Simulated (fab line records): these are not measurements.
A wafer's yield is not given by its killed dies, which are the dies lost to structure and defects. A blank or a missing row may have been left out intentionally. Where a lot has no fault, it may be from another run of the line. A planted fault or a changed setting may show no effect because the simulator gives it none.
A lot that was struck, set against a sound lot || flow nand-harc || 39 out of 1302 route steps
Sound: the wafers L952.2, L952.4, L952.6. Wafers struck: L962.1, L962.5, L962.6. The cause is named last.
Each step with rows lists, per side, the tool, then ch with its chambers, then its first start. Under that, the readings that differ: sound wafers || struck wafers || difference of the means || sigmas: that difference in standard deviations of wafers without a fault.
alike: a reading whose means differ by less than 2 such deviations, as well as words and numbers matching on both sides. not compared: withheld readings; readings where some wafer has no value; bounds like >300 that might hide an equal value; numbers whose values overlap and for which the record gives no deviation.
A row with sigmas, a row that says differs or no value, or rows on one side alone: a step with any of these is where the two part. Non-overlapping numbers with no deviation appear without sigmas and do not part them. A reading missing from all wafers of one side parts the sides only when that side holds two or more wafers.

first, 1 step without rows for these wafers: NHARC_A_CHANNEL_FILL_D1_SRD_12.
NHARC_A_CHANNEL_FILL_D1_INSPECT_13:
  sound on defect-inspect-01 at day 12 00:25; struck on defect-inspect-02 at day 16 18:52
  alike: raw-defect-count
NHARC_A_DECK1_JOINT_ETCHBACK_07: etches the open film in HBr, target depth 105 nm, time 26.9 s.
  sound on rie-si-06 ch 0,2,3, day 12 00:28; struck on rie-si-06 ch 0,2,3, day 16 18:57
  alike: drypump-motor-current-A, oes-product-au, throttle-valve-pct
  not compared: rf-hours-counter-h
then, 7 steps without rows for these wafers: NHARC_A_DECK1_JOINT_ETCH_25 (etches SiO2 in dHF, target depth 0.5 nm); NHARC_A_DECK1_JOINT_ETCH_19 (etches poly-Si in TMAH, target depth 3 nm); NHARC_A_DECK1_JOINT_ETCH_18 (etches SiO2 in dHF, target depth 3 nm); NHARC_A_DECK1_JOINT_WET_08 (chemistry H3PO4, time 86 s); NHARC_A_DECK1_JOINT_ETCH_09 (etches SiO2 in dHF, target depth 5 nm); NHARC_A_DECK1_JOINT_WET_10 (chemistry H3PO4, time 86 s); NHARC_A_DECK1_JOINT_ETCH_11 (etches SiO2 in dHF, target depth 35 nm).
NHARC_A_DECK1_JOINT_CVD_12: deposits poly-Si, target thk 90 nm, time 1800 s.
  sound on lpcvd-poly-02 ch 0, day 12 07:41; struck on lpcvd-poly-04 ch 0, day 17 02:22
  alike: pressure-mtorr, zone-power-bottom-pct, zone-power-top-pct
NHARC_A_DECK1_JOINT_CMP_13: polishes, target thk 51.023 nm.
  sound on cmp-02 ch 0,2, day 12 10:38; struck on cmp-04 ch 1,2, day 17 05:14
  alike: edge-zone-pressure-frac, motor-current-A, time-to-endpoint-s
NHARC_A_DECK1_JOINT_THK_MEAS_14: measures by ellipsometry.
  sound on film-metro-02 at day 12 10:52; struck on film-metro-02 at day 17 05:30
  alike: thk-nm
following that, these wafers have no rows for 1 step: NHARC_A_DECK1_JOINT_SRD_04.
NHARC_A_DECK1_JOINT_ETCHBACK_00: etches the open film in HBr, target depth 30 nm, time 17.4 s.
  sound on rie-si-02 ch 1,2,3, day 12 11:00; struck on rie-si-06 ch 2,3, day 17 05:38
  alike: drypump-motor-current-A, oes-product-au, throttle-valve-pct
  not compared: rf-hours-counter-h
then, 8 steps without rows for these wafers: NHARC_A_DECK1_JOINT_PRECLEAN_30 (cleans in SC1); NHARC_A_DECK1_JOINT_SRD_31; NHARC_A_DECK1_JOINT_CVD_34 (deposits SiNx, target thk 20 nm); NHARC_A_DECK1_JOINT_DEP_06 (deposits SiOx, target thk 80 nm); NHARC_A_DECK1_JOINT_CURE_26 (time 32 s); NHARC_A_DECK1_JOINT_ANNEAL_27 (time 3600 s); NHARC_A_DECK1_JOINT_ANNEAL_28 (time 1800 s); NHARC_A_DECK1_JOINT_ANNEAL_29 (time 1800 s).
NHARC_A_DECK1_JOINT_CMP_02: polishes SiOx.
  sound on cmp-02 ch 0,1,3, day 13 15:39; struck on cmp-02 ch 0,2,3, day 18 07:28
  alike: edge-zone-pressure-frac, motor-current-A
following that, these wafers have no rows for 1 step: NHARC_A_DECK1_JOINT_SRD_15.
NHARC_A_DECK1_JOINT_DEP_16: deposits SiO2, target thk 45 nm.
  sound on pecvd-03 ch 1,2, day 13 16:04; struck on pecvd-01 ch 0,2, day 18 07:50
  alike: heater-power-w, throttle-valve-pct
NHARC_A_DECK1_JOINT_THK_MEAS_17: measures by ellipsometry.
  sound on film-metro-01 at day 13 16:19; struck on film-metro-02 at day 18 08:07
  alike: thk-nm
next comes 1 step that has no rows for these wafers: NHARC_A_ONON_D2_DEP_00 (target thickness 1000 nm).
NHARC_A_ONON_D2_THK_MEAS_02: measures by ellipsometry.
  sound on film-metro-02 at day 13 16:56; struck on film-metro-02 at day 18 08:44
  alike: thk-nm
next comes 1 step that has no rows for these wafers: NHARC_A_ONON_D2_DEP_03 (target thickness 1000 nm).
NHARC_A_ONON_D2_THK_MEAS_05: measures by ellipsometry.
  sound on film-metro-02 at day 13 17:31; struck on film-metro-02 at day 18 09:18
  alike: thk-nm
next comes 1 step that has no rows for these wafers: NHARC_A_ONON_D2_DEP_06 (target thickness 1000 nm).
NHARC_A_ONON_D2_THK_MEAS_08: measures by ellipsometry.
  sound on film-metro-01 at day 13 18:04; struck on film-metro-02 at day 18 09:52
  alike: thk-nm
next comes 1 step that has no rows for these wafers: NHARC_A_ONON_D2_DEP_09 (target thickness 1000 nm).
NHARC_A_ONON_D2_THK_MEAS_11: measures by ellipsometry.
  sound on film-metro-01 at day 13 18:38; struck on film-metro-02 at day 18 10:26
  alike: thk-nm
next comes 1 step that has no rows for these wafers: NHARC_A_ONON_D2_DEP_12 (target thickness 1000 nm).
NHARC_A_ONON_D2_THK_MEAS_14: measures by ellipsometry.
  sound on film-metro-01 at day 13 19:12; struck on film-metro-01 at day 18 11:00
  alike: thk-nm
then, 1 step without rows for these wafers: NHARC_A_ONON_D2_ANNEAL_15 (time 3600 s).
-- the record jumps here: 12 days lie between the struck wafers' starts before and after (it left off in module A_ONON_D2 and takes up again in module END, whose first step shown is number 1302 of the route) --
NHARC_END_SORT_01:
  here the record holds rows for the struck wafers (prober-02 ch 0, day 30 13:58) but none for the sound ones

## WHERE THEY PART
NHARC_END_SORT_01 only, going by this record.

WHY: the cause the simulator had injected
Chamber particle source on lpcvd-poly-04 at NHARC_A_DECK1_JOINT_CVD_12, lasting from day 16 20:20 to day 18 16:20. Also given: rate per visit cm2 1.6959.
